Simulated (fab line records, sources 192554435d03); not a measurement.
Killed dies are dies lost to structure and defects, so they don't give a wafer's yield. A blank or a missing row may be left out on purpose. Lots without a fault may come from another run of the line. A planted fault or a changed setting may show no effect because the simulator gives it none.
Split-lot experiment | flow n5_finfet | 7 lots, 21 wafers read, on a route of 1938 steps

THE SPLIT
At N5_BEOL_M9_HM_DEP_02 (deposits TiN, target thk 20 nm), the setting target_thk_a was moved away from the recipe's 200 angstrom on 8 of the 21 wafers read, by -4.7% to +13.5%. The other wafers ran this setting at the recipe's value.

FROM THE SPLIT TO THE READING: what the file shows between them, 8 steps
- N5_BEOL_M9_COAT_59: time 60 s, resist thk 100 nm
- N5_BEOL_M9_COAT_60: time 60 s, resist thk 30 nm
- N5_BEOL_M9_STRIP_68: strips in N2/H2
- N5_BEOL_M9_STRIP_67: strips in CF4
- N5_BEOL_M9_HM_OPEN_17: chemistry Cl2/BCl3, target TiN, target depth 20 nm, overetch 6 nm
- N5_BEOL_M9_STRIP_19: strips in O2
- N5_BEOL_M9_STRIP_73: strips in C4F6/O2
- N5_BEOL_M9_STRIP_36: strips in N2/H2

THE READING
TiN_of_BEOL_M9_HM_DEP_02.thk_nm (the simulator's own value, which no gauge read), in nm, at N5_BEOL_M9_TRENCH_ETCH_37 (etches SiCOH lowk in C4F6/O2, target depth 151.43 nm, time 49 s). The file gives no usual value for it. The 13 wafers here that ran the recipe average 16.0 nm, standard deviation 0.16 nm.

wafer  | tool, chamber at the split | target_thk_a as run, angstrom | against the recipe | TiN_of_BEOL_M9_HM_DEP_02.thk_nm, nm | against lot-mates on the recipe
L076.1 | pvd_sputter-01, -          | 200                           | recipe             | 15.8                                | -
L076.5 | pvd_sputter-01, -          | 200                           | recipe             | 16                                  | -
L076.6 | pvd_sputter-01, -          | 200                           | recipe             | 15.6                                | -
L080.2 | pvd_sputter-01, -          | 200                           | recipe             | 16                                  | -
L080.4 | pvd_sputter-01, -          | 210.1                         | +5.0%              | 16.8                                | +0.8
L080.5 | pvd_sputter-01, -          | 210.1                         | +5.0%              | 16.8                                | +0.8
L081.2 | pvd_sputter-01, -          | 190.6                         | -4.7%              | 14.8                                | no lot-mate on the recipe
L081.3 | pvd_sputter-01, -          | 190.6                         | -4.7%              | 14.8                                | no lot-mate on the recipe
L081.4 | pvd_sputter-01, -          | 190.6                         | -4.7%              | 15                                  | no lot-mate on the recipe
L084.3 | pvd_sputter-01, -          | 211.4                         | +5.7%              | 16.8                                | +0.9
L084.5 | pvd_sputter-01, -          | 200                           | recipe             | 15.8                                | -
L084.6 | pvd_sputter-01, -          | 200                           | recipe             | 16                                  | -
L091.1 | pvd_sputter-02, -          | 200                           | recipe             | 16.2                                | -
L091.4 | pvd_sputter-02, -          | 200                           | recipe             | 16.2                                | -
L091.5 | pvd_sputter-02, -          | 200                           | recipe             | 15.8                                | -
L093.3 | pvd_sputter-02, -          | 200                           | recipe             | 16                                  | -
L093.5 | pvd_sputter-02, -          | 226.9                         | +13.5%             | 18.8                                | +2.8
L093.6 | pvd_sputter-02, -          | 226.9                         | +13.5%             | 18.8                                | +2.8
L094.1 | pvd_sputter-01, -          | 200                           | recipe             | 16                                  | -
L094.2 | pvd_sputter-01, -          | 200                           | recipe             | 16                                  | -
L094.5 | pvd_sputter-01, -          | 200                           | recipe             | 16                                  | -

THE FIT
A straight line over all 21 wafers: TiN_of_BEOL_M9_HM_DEP_02.thk_nm changes by +0.208 nm for each +1% of target_thk_a; r = +0.99; the points scatter about the line by 0.17 nm.
The same after taking each lot's own level away (the mean of its wafers on the recipe; 18 wafers): +0.201 nm for each +1%; r = +0.99; scatter 0.15 nm.
On that fit, the largest move of target_thk_a shifts the reading by 2.7 nm.
The lots' own levels span 15.80 to 16.07 nm, that is 1.7 times the standard deviation above.
So the lot-to-lot level changes the slope little: the two slopes agree.
Check: with one of the wafers moved furthest among these (+13.5%) left out of the fit, the line predicts +2.6 nm for it against its lot-mates. It came out at +2.8 nm against them.

OTHER SPLITS ON THESE WAFERS
These wafers also went through other splits before the reading. Each is held against what the fit with the lots' levels taken away leaves over:
other split on the same wafers | wafers away from the commonest value | r with TiN_of_BEOL_M9_HM_DEP_02.thk_nm (lot level and that fit taken away)
N5_BEOL_M7_COAT_05 spin_rpm    | 5                                    | -0.12
N5_BEOL_M8_DESCUM_33 time_s    | 5                                    | +0.02
N5_BEOL_M8_ETCH_65 source_w    | 6                                    | +0.05

THE WHOLE CHAIN: every reading that the file lists as answering this split, in the file's order
step                      | what it does                                                      | reading                                                                          | change (the file's fit)               | r (the file's)
N5_BEOL_M9_HM_DEP_02      | deposits TiN, target thk 20 nm                                    | TiN_of_BEOL_M9_HM_DEP_02.thk_nm (the simulator's own value, which no gauge read) | +0.194 nm for each +1% of the setting | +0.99
N5_BEOL_M9_HM_OPEN_17     | chemistry Cl2/BCl3, target TiN, target depth 20 nm, overetch 6 nm | etch.depth_nm (the simulator's own value, which no gauge read)                   | +0.19 nm for each +1% of the setting  | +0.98
N5_BEOL_M9_TRENCH_ETCH_37 | etches SiCOH lowk in C4F6/O2, target depth 151.43 nm, time 49 s   | TiN_of_BEOL_M9_HM_DEP_02.thk_nm (the simulator's own value, which no gauge read) | +0.196 nm for each +1% of the setting | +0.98

THE FILE'S OWN FIT
TiN_of_BEOL_M9_HM_DEP_02.thk_nm changes by +0.196 nm for each +1% of target_thk_a, r = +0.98.
